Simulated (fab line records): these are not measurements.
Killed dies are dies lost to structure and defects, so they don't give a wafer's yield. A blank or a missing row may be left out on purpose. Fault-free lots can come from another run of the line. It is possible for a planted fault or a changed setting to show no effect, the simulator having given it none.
Which tool is to blame? | flow n5_finfet | 11 lots, 31 wafers sampled, at 1 step of a route of 1938

== WHAT THE GAUGES SHOWED, per wafer ==
N5_MIM_TOP_LITHO_OVL_MEAS_11. Usual: MIM_TOP_OVL gives -3 nm (standard deviation 4.9).
lot  | measured     | on         | MIM_TOP_OVL (nm) | flag
L204 | day 12 11:31 | overlay-02 | -7 -9 -9         |
L208 | day 13 10:28 | overlay-01 | -7 3 -6          |
L212 | day 14 02:29 | overlay-02 | -4 -5 -12        |
L217 | day 15 16:58 | overlay-01 | 1 -6 -7          |
L216 | day 15 21:40 | overlay-02 | -10 -8 -4        |
L218 | day 15 22:12 | overlay-02 | -1 -7 4          |
L220 | day 16 10:48 | overlay-02 | -3 -8 0          |
L221 | day 16 16:25 | overlay-02 | -3 -8            |
L223 | day 17 04:15 | overlay-01 | -7 -3 -10        |
L222 | day 17 05:14 | overlay-02 | -3 5             |
L226 | day 17 19:48 | overlay-01 | -5 -6 5          |

== EACH LOT AND THE TOOL THAT RAN IT (in order: tool; ch and the chambers of the sampled wafers; start) ==
Record: no process step prior to these readings.

== WHAT THE TOOLS THEMSELVES READ (means of the sampled wafers that have a number; where no wafer has one, the mark that the record gives instead) ==
The record holds no such reading with a usual standard deviation.

== THE ANSWER, worked out from the rows above alone ==
Rule: take the mean of a lot's wafers that have a number; if it is more than 3 standard deviations from the usual mean, the lot is off. Also off: a lot with no number at a reading for which 4 or more lots have one. The other lots that the step has rows for count as sound. First the gauges in route order, then the tools' own readings, where a lot's mean is used as printed above. The first step at which some lot is off is used, and at that step the reading that is off furthest; a lot without a number counts as furthest.
No lot is off on any of the readings shown, so nothing can be concluded from this.

== WHAT THE SIMULATOR HAD INSERTED ==
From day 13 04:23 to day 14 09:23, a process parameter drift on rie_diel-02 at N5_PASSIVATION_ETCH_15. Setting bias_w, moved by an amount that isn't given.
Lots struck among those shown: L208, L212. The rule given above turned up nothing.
